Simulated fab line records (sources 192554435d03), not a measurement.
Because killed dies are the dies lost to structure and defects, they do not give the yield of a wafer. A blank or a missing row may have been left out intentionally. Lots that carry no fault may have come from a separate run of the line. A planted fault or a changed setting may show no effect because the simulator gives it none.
Chamber matching    flow n5_finfet    N5_DUMMY_REMOVAL_STRIP_10 on rie_diel-02 has 4 sister chambers
The step strips in N2/H2, time 40 s. 4 wafers are shown with their chamber, then 7 later ones without.

WAFERS PAIRED WITH THEIR CHAMBERS
wafer   chamber  oes_product_au (a.u.)
L075.4  0        0.73
L079.4  2        1.00
L083.1  1        0.76
L083.2  3        0.93

WAFERS WITH NO CHAMBER GIVEN
wafer   oes_product_au (a.u.)
L083.4  0.96
L085.2  0.76
L085.3  0.93
L085.6  0.76
L097.2  0.70
L097.4  0.74
L097.5  0.74

WHICH CHAMBER EACH WENT THROUGH
wafer   from the rows above      in truth
L083.4  can't be placed: 3 or 2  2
L085.2  can't be placed: 1 or 0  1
L085.3  3                        3
L085.6  can't be placed: 1 or 0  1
L097.2  can't be placed: 0 or 1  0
L097.4  can't be placed: 0 or 1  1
L097.5  can't be placed: 0 or 1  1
Correct placement for 1 of the 7. From these rows, 6 cannot be placed; in 6 the true chamber is one of the candidates. Wrongly placed: 0.
How it was worked out, from the rows above alone: a wafer's distance from a chamber is the root of the sum, over the readings, of the square of ((its reading less the chamber's mean) divided by the reading's scatter). The wafer belongs to the nearest chamber; if the next one is less than 2 further off, it can't be placed. For every chamber, the mean is computed from those of its wafers that are shown. The scatter (one wafer shown for each chamber): square how far every hidden wafer sits from the nearest shown wafer, average those squares and take the square root.
